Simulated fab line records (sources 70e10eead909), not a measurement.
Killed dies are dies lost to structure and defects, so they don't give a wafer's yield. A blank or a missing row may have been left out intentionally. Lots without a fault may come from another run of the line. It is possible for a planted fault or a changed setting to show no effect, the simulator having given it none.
fab line records	flow nandHarc
record: lots: 7	wafers: 21	lastDay: 24
route steps=1159 shown A_M1@1057 A_BONDPAD@1059 END@1159
lots untouched by any fault: they come from a run of this same line in which no faults occurred
startH: start of the lot's first displayed wafer, in hours after the record's first day	waitH: time in hours since the lot's previous step	" the same as in the row above	L1.1+2: several wafers, shown together as one row	- no value, or no start was given	* or withheld: withheld	< > ~ a bound
route shown NAME@n: names a module that has steps shown in the file, with the first one's number in the route	usual: the fault-free wafers' mean and standard deviation	same: alike in all rows	chamber/n: place in a boat	sites: each site's reading	_std_site: standard deviation of those values	_edge_site: the outer-site mean with the inner-site mean subtracted	radiusMm: how far each site lies from the wafer's centre	mask NAME#n: copy n	behind: the last tool/chamber to shape the wafer	hold: why the lot went on hold/how many hours it stayed there/how the hold came to an end	device: the transistor (n, p or np) that didn't switch	end of line: the same wafers' tests at the end of the route	step lacking rows: just its recipe	killed: at the first sort, the dies lost to defects and structure; wafer yield is something else	map: dies across one wafer; x = killed, . = not, _ = none there
set.NAME: setting as actually run; set.NAME@STEP: the setting as run at that earlier step	model.NAME: the simulator's own value behind a step, which no gauge read
lots seen at some steps along the route; tables by step, rows by wafer
services: the hour from which a tool's chamber was out of use, counted from the record's first day as startH (under 0 if before that day), plus the number of hours and why
== steps ==
step: NHARC_A_M1_PRE_CLEAN_32
recipe: timeS: 12	tempC: 370	rfPowerW: 300	gas: NH3
usual: heaterPowerW: 665/86
lot.wafer	tool	chamber	startH	waitH	heaterPowerW
L586.2	pecvd-02	1	411.66	0.1	771
L586.4	"	1	"	"	742
L586.6	"	0	"	"	686
L591.1	pecvd-04	0	453.16	0.1	598
L591.4	"	1	"	"	644
L591.6	"	0	"	"	611
L599.3	pecvd-02	0	484.05	0.5	591
L599.2	"	2	"	"	752
L599.6	"	2	"	"	741
L598.3	pecvd-03	1	486.53	0.1	638
L598.2	"	2	"	"	836
L598.4	"	2	"	"	832
L601.5	pecvd-02	2	501.60	0.1	646
L601.4	"	0	"	"	643
L601.6	"	1	"	"	774
L606.2	pecvd-04	0	534.78	0.1	596
L606.1	"	1	"	"	661
L606.4	"	2	"	"	791
L607.3	pecvd-04	0	535.24	0.1	546
L607.6	"	2	"	"	771
L607.5	"	0	"	"	546
step: NHARC_A_M1_DEP_33
recipe: targetThkA: 300	tempC: 370	targetThkNm: 30	pressureTorr: 3	flowSccm: 200	rfW: 450	material: SiCN
usual: heaterPowerW: 615/77	showerheadVppV: 1352/48
lot.wafer	tool	chamber	startH	waitH	heaterPowerW	showerheadVppV
L586.2	pecvd-02	1	411.74	0.1	728	1353
L586.4	"	1	"	"	719	1399
L586.6	"	0	"	"	526	1276
L591.1	pecvd-04	0	453.27	0.1	551	1393
L591.4	"	1	"	"	644	1380
L591.6	"	0	"	"	566	1370
L599.3	pecvd-02	0	484.13	0.1	616	1304
L599.2	"	2	"	"	577	1389
L599.6	"	2	"	"	582	1393
L598.3	pecvd-03	1	486.64	0.1	647	1305
L598.2	"	2	"	"	668	1260
L598.4	"	2	"	"	651	1293
L601.5	pecvd-02	2	501.77	0.2	647	1379
L601.4	"	0	"	"	604	1294
L601.6	"	1	"	"	693	1372
L606.2	pecvd-04	0	534.86	0.1	501	1378
L606.1	"	1	"	"	636	1370
L606.4	"	2	"	"	757	1364
L607.3	pecvd-04	0	535.35	0.1	586	1381
L607.6	"	2	"	"	752	1341
L607.5	"	0	"	"	577	1394
step: NHARC_A_BONDPAD_DEP_00
recipe: targetThkA: 2500	tempC: 370	targetThkNm: 250	pressureTorr: 3	flowSccm: 200	rfW: 450	material: SiCN
usual: heaterPowerW: 612/83	showerheadVppV: 1319/61
lot.wafer	tool	chamber	startH	waitH	heaterPowerW	showerheadVppV
L586.2	pecvd-02	1	-	-	712	1386
L586.4	"	0	"	"	580	1305
L586.6	"	2	"	"	691	1384
L591.1	pecvd-01	0	454.01	-	596	1326
L591.4	"	2	"	"	700	1186
L591.6	"	0	"	"	616	1325
L599.2	pecvd-04	0	484.74	-	499	1370
L599.3	"	1	"	"	600	1374
L599.6	"	2	"	"	668	1343
L598.2	pecvd-04	1	487.15	-	620	1372
L598.3	"	0	"	"	570	1363
L598.4	"	0	"	"	471	1345
L601.5	pecvd-01	2	502.34	-	744	1193
L601.4	"	0	"	"	668	1298
L601.6	"	1	"	"	499	1316
L606.1	pecvd-01	2	535.42	-	705	1215
L606.2	"	1	"	"	460	1310
L606.4	"	1	"	"	473	1331
L607.3	pecvd-01	0	535.95	-	639	1333
L607.5	"	2	"	"	661	1208
L607.6	"	0	"	"	636	1325
step: NHARC_A_BONDPAD_CMP_29
recipe: targetThkNm: 200	material: SiCN
usual: edgeZonePressureFrac: 1.000/0.0047	motorCurrentA: 12.2/1.5
lot.wafer	tool	chamber	startH	waitH	edgeZonePressureFrac	motorCurrentA
L586.4	cmp-01	3	412.85	-	0.998	11.0
L586.2	"	0	"	"	1.001	12.0
L586.6	"	3	"	"	1.006	11.6
L591.4	cmp-03	1	454.39	-	1.005	14.1
L591.1	"	3	"	"	1.006	11.8
L591.6	"	1	"	"	1.004	14.5
L599.2	cmp-03	2	485.10	-	0.998	12.6
L599.3	"	3	"	"	1.001	11.7
L599.6	"	2	"	"	0.997	12.5
L598.3	cmp-03	3	487.56	-	1.001	12.0
L598.2	"	1	"	"	1.001	14.7
L598.4	"	2	"	"	1.001	12.4
L601.4	cmp-03	1	502.66	-	0.996	15.4
L601.5	"	3	"	"	1.004	11.7
L601.6	"	0	"	"	1.002	13.3
L606.1	cmp-01	3	535.83	-	1.001	11.4
L606.4	"	1	"	"	0.993	11.1
L606.2	"	2	"	"	1.003	12.6
L607.3	cmp-02	1	536.32	-	1.012	8.7
L607.6	"	3	"	"	1.000	11.9
L607.5	"	0	"	"	1.009	13.8
step: NHARC_A_BONDPAD_THK_MEAS_30
recipe: thkMeasGauge: ellipsometry
usual: thkNm: 199.2/1.4
lot.wafer	tool	chamber	startH	waitH	thkNm
L586.2	filmMetro-01	-	413.11	0.2	198.9
L586.4	"	-	"	"	198.8
L586.6	"	-	"	"	199.4
L591.1	filmMetro-02	-	454.62	0.1	199.7
L591.4	"	-	"	"	199.2
L591.6	"	-	"	"	199.2
L599.2	filmMetro-02	-	485.35	0.2	199.0
L599.3	"	-	"	"	199.1
L599.6	"	-	"	"	198.8
L598.2	filmMetro-02	-	487.82	0.2	198.0
L598.3	"	-	"	"	201.9
L598.4	"	-	"	"	199.0
L601.4	filmMetro-01	-	502.86	0.2	200.4
L601.5	"	-	"	"	200.4
L601.6	"	-	"	"	198.5
L606.1	filmMetro-01	-	536.07	0.2	200.4
L606.2	"	-	"	"	200.0
L606.4	"	-	"	"	200.5
L607.3	filmMetro-02	-	536.52	0.2	199.4
L607.5	"	-	"	"	199.8
L607.6	"	-	"	"	198.6
step: NHARC_A_BONDPAD_SRD_31
step: NHARC_A_BONDPAD_DEHYDRATE_01
recipe: tempC: 150	timeS: 120
step: NHARC_A_BONDPAD_HMDS_02
recipe: timeS: 30
step: NHARC_A_BONDPAD_COAT_33
recipe: tempC: 200	timeS: 65
step: NHARC_A_BONDPAD_COAT_03
recipe: spinRpm: 2000	resistThkNm: 600
step: NHARC_A_BONDPAD_SOFTBAKE_04
recipe: tempC: 125	timeS: 70
step: NHARC_A_BONDPAD_EBR_05
step: NHARC_A_BONDPAD_EXPOSE_06
recipe: na: 0.55	doseMj: 36.99	maskId: A_BPAD
usual: exposureDoseMJCm2: 36.96/0.045
lot.wafer	tool	chamber	startH	waitH	mask	exposureDoseMJCm2
L586.2	krfScanner-02	0	413.52	-	A_BPAD#0	36.94
L586.4	"	0	"	"	A_BPAD#0	36.97
L586.6	"	0	"	"	A_BPAD#0	36.91
L591.1	krfScanner-04	0	455.03	-	A_BPAD#0	36.99
L591.4	"	0	"	"	A_BPAD#0	37.03
L591.6	"	0	"	"	A_BPAD#0	36.97
L599.2	krfScanner-02	0	485.64	-	A_BPAD#0	40.43
L599.3	"	0	"	"	A_BPAD#0	40.35
L599.6	"	0	"	"	A_BPAD#0	40.44
L598.2	krfScanner-02	0	488.11	-	A_BPAD#0	39.76
L598.3	"	0	"	"	A_BPAD#0	39.74
L598.4	"	0	"	"	A_BPAD#0	39.70
L601.4	krfScanner-04	0	503.29	-	A_BPAD#0	36.92
L601.5	"	0	"	"	A_BPAD#0	36.99
L601.6	"	0	"	"	A_BPAD#0	36.94
L606.1	krfScanner-02	0	536.49	-	A_BPAD#0	39.14
L606.2	"	0	"	"	A_BPAD#0	39.22
L606.4	"	0	"	"	A_BPAD#0	39.17
L607.3	krfScanner-01	0	536.97	-	A_BPAD#0	36.95
L607.5	"	0	"	"	A_BPAD#0	36.93
L607.6	"	0	"	"	A_BPAD#0	36.89
step: NHARC_A_BONDPAD_PEB_07
recipe: pebTempC: 128	pebTimeS: 80
step: NHARC_END_SORT_01
recipe: tempC: 25
usual: defectLimitedYield: 95.1/1.6	killedAtArray: 29/11	killedAtOther: 0.7/1.1	killedAtPeriphery: 2.9/2.2	killedDies: 33/11	killedOpen: 3.1/1.8	killedShort: 1.9/1.4	sort_bin_2_pct: 1.6/0.64	sort_bin_3_pct: 0.26/0.18	sort_bin_4_pct: 3.1/1.1	sortNPass: 644/11	sortRimYieldPct: 95.7/2.8	sortYieldPct: 95.1/1.6
same: grossDies: 677	sort_bin_5_pct[%]: 0	sort_bin_6_pct[%]: 0	sort_bin_7_pct[%]: 0	sort_bin_8_pct[%]: 0	sortRimNGross: 106.00
lot.wafer	tool	chamber	startH	waitH	defectLimitedYield[%]	killedAtArray	killedAtOther	killedAtPeriphery	killedDies	killedOpen	killedShort	sort_bin_2_pct[%]	sort_bin_3_pct[%]	sort_bin_4_pct[%]	sortNPass	sortRimYieldPct[%]	sortYieldPct[%]
L586.2	prober-01	0	449.31	2.8	95.6	24	1	5	30	0	2	1.2	0.15	3.1	647	97.2	95.6
L586.4	prober-01	0	450.90	3.4	94.2	32	1	6	39	4	3	2.2	0.44	3.1	638	93.4	94.2
L586.6	prober-01	0	452.49	4.0	95.1	31	0	2	33	0	1	1.0	0	3.8	644	96.2	95.1
L598.2	prober-02	0	518.15	2.8	96.8	18	0	4	22	6	2	1.2	0	2.1	655	100.0	96.8
L598.3	prober-02	0	518.94	3.0	96.9	17	1	3	21	7	2	1.2	0.30	1.6	656	97.2	96.9
L598.4	prober-02	0	519.72	3.3	96.9	13	1	7	21	7	6	0.9	0	2.2	656	98.1	96.9
L601.4	prober-02	0	536.58	3.4	96.0	26	0	1	27	5	5	1.3	0.15	2.5	650	98.1	96.0
L601.5	prober-02	0	537.39	3.7	96.9	20	1	0	21	1	2	0.9	0.15	2.1	656	95.3	96.9
L601.6	prober-02	0	538.20	4.0	96.3	22	1	2	25	2	3	0.9	0.15	2.7	652	97.2	96.3
killed by level:class
L586.2 A_CHANNEL_HOLE_D1:chamberFilmFlake=8 A_SLIT:chamberFilmFlake=8 A_CONTACT:chamberFilmFlake=4 A_WL_FILL:chamberFilmFlake=3 P_CONTACT:geometricParticle:short=2 P_STI:chamberFilmFlake=2 P_GATE:chamberFilmFlake=1 A_BLC:chamberFilmFlake=1
L586.4 A_CHANNEL_HOLE_D1:chamberFilmFlake=12 A_SLIT:chamberFilmFlake=11 P_GATE:chamberFilmFlake=3 A_WL_FILL:geometricParticle:short=2 A_ZERO_WELL:chamberFilmFlake=2 P_CONTACT:geometricParticle:open=1 A_SOURCE_PLATE:geometricParticle:short=1 A_ONON_D1:geometricParticle:open=1
L586.6 A_CHANNEL_HOLE_D1:chamberFilmFlake=14 A_SLIT:chamberFilmFlake=6 A_WL_FILL:chamberFilmFlake=4 A_CONTACT:chamberFilmFlake=2 A_BLC:chamberFilmFlake=2 A_BLC:geometricParticle:short=1 P_GATE:chamberFilmFlake=1 P_CONTACT:chamberFilmFlake=1
L598.2 A_CHANNEL_HOLE_D1:chamberFilmFlake=8 A_STAIRCASE:chamberFilmFlake=4 A_CONTACT:geometricParticle:open=2 P_STI:geometricParticle:short=1 P_STI:geometricParticle:open=1 P_M0:geometricParticle:open=1 A_CHANNEL_FILL_D1:geometricParticle:short=1 A_CHANNEL_FILL_D1:geometricParticle:open=1
L598.3 A_CHANNEL_HOLE_D1:chamberFilmFlake=8 P_CONTACT:geometricParticle:open=2 A_M0:geometricParticle:open=2 P_GATE:geometricParticle:short=1 A_CHANNEL_HOLE_D1:geometricParticle:open=1 A_CHANNEL_FILL_D1:geometricParticle:open=1 A_WL_FILL:geometricParticle:short=1 A_CONTACT:geometricParticle:open=1
L598.4 P_CONTACT:geometricParticle:open=2 A_CHANNEL_FILL_D1:geometricParticle:short=2 P_ZERO_WELL:chamberFilmFlake=2 A_CHANNEL_HOLE_D1:chamberFilmFlake=2 A_STAIRCASE:chamberFilmFlake=2 P_GATE:geometricParticle:short=1 P_GATE:geometricParticle:open=1 P_M1:geometricParticle:open=1
L601.4 A_SLIT:chamberFilmFlake=6 A_CONTACT:chamberFilmFlake=4 A_CHANNEL_HOLE_D1:chamberFilmFlake=3 A_STAIRCASE:chamberFilmFlake=3 A_ONON_D1:geometricParticle:short=2 A_SOURCE_PLATE:geometricParticle:short=1 A_ONON_D1:geometricParticle:open=1 A_CHANNEL_FILL_D1:geometricParticle:short=1
L601.5 A_CHANNEL_HOLE_D1:chamberFilmFlake=7 A_SLIT:chamberFilmFlake=6 A_STAIRCASE:chamberFilmFlake=2 A_CONTACT:chamberFilmFlake=2 A_CHANNEL_FILL_D1:geometricParticle:short=1 A_STAIRCASE:geometricParticle:short=1 A_M1:geometricParticle:open=1 THIN_TSV:chamberFilmFlake=1
L601.6 A_CHANNEL_HOLE_D1:chamberFilmFlake=7 A_SLIT:chamberFilmFlake=6 A_SOURCE_PLATE:geometricParticle:short=3 A_CONTACT:chamberFilmFlake=3 A_STAIRCASE:chamberFilmFlake=2 P_M0:geometricParticle:open=1 A_CONTACT:geometricParticle:open=1 P_STI:chamberFilmFlake=1
== services ==
tool	chamber	startH	hours	kind
pecvd-03	-	390.62	0.5	repair
cmp-03	-	404.40	0.5	repair
pecvd-01	-	418.00	13.0	pm
krfScanner-01	-	420.84	4.6	repair
cmp-02	-	422.50	4.0	pm
krfScanner-02	-	428.36	8.0	repair
krfScanner-01	-	431.06	4.0	pm
cmp-01	-	435.22	48.5	repair
pecvd-03	0	440.29	4.2	repair
pecvd-02	-	442.43	0.7	repair
pecvd-04	2	450.28	15.4	repair
pecvd-02	0	455.95	11.6	repair
cmp-03	-	455.98	4.0	pm
krfScanner-04	-	470.72	4.0	pm
pecvd-03	-	473.42	13.0	pm
cmp-02	-	480.15	1.0	repair
krfScanner-04	-	494.28	3.3	repair
pecvd-02	-	497.13	0.3	repair
krfScanner-01	-	506.42	0.6	repair
pecvd-03	0	508.13	4.5	repair
pecvd-03	-	510.43	0.7	repair
pecvd-01	0	512.35	2.2	repair
pecvd-02	-	515.31	13.0	pm
pecvd-04	2	517.17	9.1	repair
== key ==
firstSign: step: NHARC_A_BONDPAD_EXPOSE_06	reading: exposureDoseMJCm2	direction: up	sigmas: 62	usual: 36.96	struck: 39.77
effect none on later readings
metAt NHARC_A_BONDPAD_EXPOSE_06
struckWafers L598.2,L598.3,L598.4,L599.2,L599.3,L599.6,L606.1,L606.2,L606.4
loopTrim: step: NHARC_A_BONDPAD_EXPOSE_06	setting: dose	lots: L598,L606
onsetBetween 413.52 485.64
fault: kind: processParameterDrift	tool: krfScanner-02	chamber: -	onsetH: 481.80	steps: NHARC_A_BONDPAD_EXPOSE_06	channel: doseMj	offset: 3.4183	shape: step	actsIn: theseRecipesOnly	stated: 36.99
loopTrim: a control loop set the setting to another value than it would have without faults
